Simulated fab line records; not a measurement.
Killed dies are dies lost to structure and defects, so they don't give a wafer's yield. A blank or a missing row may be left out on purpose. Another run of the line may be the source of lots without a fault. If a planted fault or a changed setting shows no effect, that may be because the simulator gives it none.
Struck lot and sound lot, side by side | flow nandHarc | 22 steps out of a route of 1159
Sound: these wafers, L963.1, L963.4, L963.5. The struck wafers were L972.3, L972.5, L972.6. At the end, the cause is stated.
Per side, at each step with rows, come the tool, then ch with its chambers, and then its first start. Under that, the readings that differ: sound wafers | struck wafers | difference of the means | sigmas: that difference in standard deviations of wafers without a fault.
alike: readings with means less than 2 such deviations apart, plus words and numbers identical on both sides. not compared: withheld readings, readings lacking a value on some wafer, bounds such as >300 that could conceal the same value, and numbers that have no deviation in the record and whose values overlap.
Wherever a step has rows on one side only, a row that says differs or no value, or a row with sigmas, the two part there. Numbers that don't overlap but have no deviation are shown without sigmas and don't part them. A reading missing from all wafers of one side parts the sides only when that side holds two or more wafers.

NHARC_P_CONTACT_CVD_23: deposits W, target thk 200 nm, time 557 s.
  sound on cvdW-01 ch 1; struck on cvdW-02 ch 0,1
  alike: chamberPressureTorr, heaterPowerOuterW, heaterPowerW, mfcH2Sccm, mfcWf6Sccm, throttleValvePct
NHARC_P_CONTACT_CMP_24: polishes, t overpolish 30 s, target thk 200 nm.
  sound on cmp-04 ch 0,2, day 9 01:35; struck on cmp-02 ch 0,1,3, day 11 06:08
  alike: motorCurrentA, overpolishRunS, slurryFilterDpKPa, timeToEndpointS
following that, these wafers have no rows for 1 step: NHARC_P_CONTACT_SRD_26.
NHARC_P_CONTACT_INSPECT_27:
  sound: defectInspect-01 at day 9 01:59; struck: defectInspect-01 at day 11 06:28
  alike: rawDefectCount
then, 7 steps without rows for these wafers: NHARC_P_M0_DEP_00 (deposits SiOC, target thk 150 nm); NHARC_P_M0_DEHYDRATE_01 (time 120 s); NHARC_P_M0_HMDS_02 (time 30 s); NHARC_P_M0_COAT_33 (time 65 s); NHARC_P_M0_COAT_03 (resist thk 90 nm); NHARC_P_M0_SOFTBAKE_04 (time 55 s); NHARC_P_M0_EBR_05.
NHARC_P_M0_EXPOSE_06: exposes mask P M0, target cd 90 nm.
  sound on arfiScanner-03 ch 0, day 9 02:44; struck on arfiScanner-02 ch 0, day 11 07:07
reading           | sound             | struck            | difference | sigmas
exposureDoseMJCm2 | 81.23 81.37 81.27 | 82.77 82.76 82.81 | +1.49      | +19
  alike: mask, focusOffsetNm
then, 2 steps without rows for these wafers: NHARC_P_M0_PEB_07 (peb time 65 s); NHARC_P_M0_DEVELOP_08 (develop time 35 s).
NHARC_P_M0_CD_MEAS_09: the cd target is 90 nm.
  sound on cdSem-02 ch 0, day 9 02:53; struck on cdSem-03 ch 0, day 11 07:15
  alike: cdNm
NHARC_P_M0_OVL_MEAS_10: pitch 180 nm.
  sound: overlay-01 at day 9 02:58; struck: overlay-02 at day 11 07:20
  alike: overlayXNm, overlayYNm
NHARC_P_M0_INSPECT_11:
  sound: defectInspect-02 at day 9 03:01; struck: defectInspect-01 at day 11 07:23
  alike: rawDefectCount
NHARC_P_M0_DESCUM_14: chemistry O2, time 3 s.
  sound on rieDiel-10 ch 0,2, day 9 03:04; struck on rieDiel-03 ch 1,2, day 11 07:28
reading                      | sound            | struck           | difference | sigmas
showerheadPlenumPTorr (Torr) | 1.99 1.93 1.93   | 1.78 1.81 1.78   | -0.16      | -2
model.P_M0.cdNm (nm)         | 90.45 89.6 90.22 | 90.84 90.74 91.5 | +0.94      | 
  alike: drypumpMotorCurrentA, oesProductAu, rfVppV, throttleValvePct
  not compared: rfHoursCounterH
NHARC_P_M0_ETCH_34: etches the open film in N2/H2, target depth 40 nm, overetch 12 nm, time 43.94 s.
  sound on rieDiel-10 ch 0,2, day 9 03:09; struck on rieDiel-03 ch 0,1,3, day 11 07:32
reading             | sound             | struck            | difference | sigmas
oesProductAu (a.u.) | 0.990 0.988 0.992 | 1.000 1.014 1.014 | +0.019     | +2
  alike: drypumpMotorCurrentA, rfVppV, showerheadPlenumPTorr, throttleValvePct
  not compared: rfHoursCounterH
NHARC_P_M0_ETCH_15: etches the open film in C4F8/Ar, target depth 150 nm, overetch 15 nm, time 82.5 s.
  sound on rieDiel-10 ch 0,1,3; struck on rieDiel-03 ch 0,1,2
reading              | sound             | struck         | difference | sigmas
model.P_M0.cdNm (nm) | 90.39 89.52 90.15 | 90.87 91 91.19 | +1.00      | 
  alike: oesProductAu, rfVppV
  not compared: rfHoursCounterH
NHARC_P_M0_CD_MEAS_16:
  sound: cdSem-03 at day 9 03:22; struck: cdSem-01 at day 11 07:45
reading   | sound          | struck         | difference | sigmas
cdNm (nm) | 90.3 89.0 90.1 | 91.0 91.1 91.0 | +1.2       | +2
NHARC_END_SORT_01:
  the record has rows for the sound wafers here (prober-01 ch 0, day 22 15:56) and none for the struck ones

## WHERE THEY PART
Last at NHARC_END_SORT_01 as far as this record goes, first at NHARC_P_M0_EXPOSE_06.

WHY: what the simulator had put in
Drift in process parameters on arfiScanner-02 at NHARC_P_M0_EXPOSE_06, starting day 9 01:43. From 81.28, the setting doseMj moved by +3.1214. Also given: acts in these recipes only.
